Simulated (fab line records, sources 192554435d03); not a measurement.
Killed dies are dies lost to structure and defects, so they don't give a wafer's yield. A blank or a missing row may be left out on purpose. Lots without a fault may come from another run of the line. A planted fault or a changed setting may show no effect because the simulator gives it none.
Split-lot experiment | flow n5_finfet | 7 lots, 21 wafers read, on a route of 1938 steps

THE SPLIT
At N5_BEOL_M1_TRENCH_ETCH_37 (etches SiOC in C4F6/O2, target depth 55.207 nm, time 29 s), the setting bias_w was moved away from the recipe's 185 W on 4 of the 21 wafers read, by -14.9% to -7.7%. The other wafers ran this setting at the recipe's value.

The reading is taken at the split's own step.

THE READING
rf_vpp_V, in V, at N5_BEOL_M1_TRENCH_ETCH_37 (etches SiOC in C4F6/O2, target depth 55.207 nm, time 29 s). Fault-free wafers of this fab line usually give 662 V, standard deviation 16 V.

wafer  | tool, chamber at the split | bias_w as run, W | against the recipe | rf_vpp_V, V | against lot-mates on the recipe
L074.2 | rie_diel-02, 0             | 185              | recipe             | 654         | -
L074.5 | rie_diel-02, 1             | 157.4            | -14.9%             | 585         | -68
L074.6 | rie_diel-02, 0             | 185              | recipe             | 653         | -
L076.2 | rie_diel-02, 1             | 170.8            | -7.7%              | 621         | -36
L076.3 | rie_diel-02, 0             | 185              | recipe             | 652         | -
L076.5 | rie_diel-02, 1             | 185              | recipe             | 662         | -
L078.1 | rie_diel-02, 0             | 185              | recipe             | 653         | -
L078.2 | rie_diel-02, 1             | 185              | recipe             | 665         | -
L078.6 | rie_diel-02, 2             | 161.5            | -12.7%             | 573         | -86
L085.4 | rie_diel-02, 2             | 185              | recipe             | 639         | -
L085.5 | rie_diel-02, 3             | 185              | recipe             | 645         | -
L085.6 | rie_diel-02, 2             | 185              | recipe             | 638         | -
L089.3 | rie_diel-01, 3             | 185              | recipe             | 667         | -
L089.4 | rie_diel-01, 1             | 185              | recipe             | 685         | -
L089.5 | rie_diel-01, 2             | 185              | recipe             | 700         | -
L092.3 | rie_diel-02, 3             | 185              | recipe             | 644         | -
L092.4 | rie_diel-02, 1             | 185              | recipe             | 664         | -
L092.6 | rie_diel-02, 2             | 185              | recipe             | 638         | -
L094.1 | rie_diel-02, 0             | 185              | recipe             | 653         | -
L094.2 | rie_diel-02, 1             | 185              | recipe             | 662         | -
L094.6 | rie_diel-02, 0             | 158.8            | -14.2%             | 578         | -80

THE FIT
A straight line over all 21 wafers: rf_vpp_V changes by +5.52 V for each +1% of bias_w; r = +0.88; the points scatter about the line by 16 V.
The same after taking each lot's own level away (the mean of its wafers on the recipe; 21 wafers): +5.47 V for each +1%; r = +0.95; scatter 9.2 V.
On that fit, the largest move of bias_w shifts the reading by 82 V.
The lots' own levels span 640.7 to 684.0 V, that is 2.7 times the standard deviation above.
So the lot-to-lot level changes the slope little: the two slopes agree.
Check: with one of the wafers moved furthest among these (-14.9%) left out of the fit, the line predicts -88.5 V for it against its lot-mates. It came out at -68.5 V against them.
Tool readings at the split's step, against how far the setting was moved: rf_vpp_V r = +0.88.

OTHER SPLITS ON THESE WAFERS
These wafers also went through other splits before the reading. Each is held against what the fit with the lots' levels taken away leaves over:
other split on the same wafers        | wafers away from the commonest value | r with rf_vpp_V (lot level and that fit taken away)
N5_BEOL_M0_SAQP_SPACER1_ALD_98 temp_c | 8                                    | +0.33
N5_BEOL_M1_ETCH_64 source_w           | 9                                    | -0.08

THE FILE'S OWN FIT
rf_vpp_V changes by +5.45 V for each +1% of bias_w, r = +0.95.
